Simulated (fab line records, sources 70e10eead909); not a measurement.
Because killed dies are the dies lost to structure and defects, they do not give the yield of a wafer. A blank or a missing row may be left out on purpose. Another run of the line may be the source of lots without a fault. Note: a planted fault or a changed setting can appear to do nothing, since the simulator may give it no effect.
Chamber matching :: flow nandHarc :: 3 sister chambers for NHARC_THIN_TSV_DEP_43 on pecvd-04
The step deposits SiO2, target thk 1328.5 nm. 6 wafers are shown with their chamber, then 7 later ones without.

== WAFERS PAIRED WITH THEIR CHAMBERS ==
wafer: L524.3
chamber: 2
throttleValvePct (%): 15.7
chamberPressureTorr (Torr): 6.513

wafer: L524.4
chamber: 2
throttleValvePct (%): 15.5
chamberPressureTorr (Torr): 6.506

wafer: L527.5
chamber: 1
throttleValvePct (%): 16.8
chamberPressureTorr (Torr): 6.470

wafer: L541.5
chamber: 1
throttleValvePct (%): 16.8
chamberPressureTorr (Torr): 6.474

wafer: L540.1
chamber: 0
throttleValvePct (%): 16.6
chamberPressureTorr (Torr): 6.507

wafer: L540.4
chamber: 0
throttleValvePct (%): 16.7
chamberPressureTorr (Torr): 6.518

== WAFERS WITH NO CHAMBER GIVEN ==
wafer: L540.5
throttleValvePct (%): 16.9
chamberPressureTorr (Torr): 6.483

wafer: L542.3
throttleValvePct (%): 15.8
chamberPressureTorr (Torr): 6.506

wafer: L542.5
throttleValvePct (%): 16.5
chamberPressureTorr (Torr): 6.477

wafer: L542.6
throttleValvePct (%): 15.5
chamberPressureTorr (Torr): 6.488

wafer: L547.1
throttleValvePct (%): 16.7
chamberPressureTorr (Torr): 6.511

wafer: L547.2
throttleValvePct (%): 16.9
chamberPressureTorr (Torr): 6.512

wafer: L547.6
throttleValvePct (%): 15.7
chamberPressureTorr (Torr): 6.536

== CHAMBER TAKEN BY EACH ==
wafer: L540.5
from the rows above: 1
in truth: 1

wafer: L542.3
from the rows above: 2
in truth: 2

wafer: L542.5
from the rows above: 1
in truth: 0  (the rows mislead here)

wafer: L542.6
from the rows above: 2
in truth: 2

wafer: L547.1
from the rows above: 0
in truth: 0

wafer: L547.2
from the rows above: 0
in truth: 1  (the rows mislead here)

wafer: L547.6
from the rows above: 2
in truth: 2
Placed correctly: 5 of 7. Number that these rows cannot place: 0. Number placed wrongly: 2.
How it was worked out, from the rows above alone: a wafer's distance from a chamber is the root of the sum, over the readings, of the square of ((its reading less the chamber's mean) divided by the reading's scatter). If the next closest chamber is less than 2 further off than the closest, the wafer can't be placed; otherwise it belongs to the closest. For every chamber, the mean is computed from those of its wafers that are shown. The scatter: the root of (the sum of the squares of (reading less its chamber's mean) over the shown wafers, divided by (wafers less chambers)).
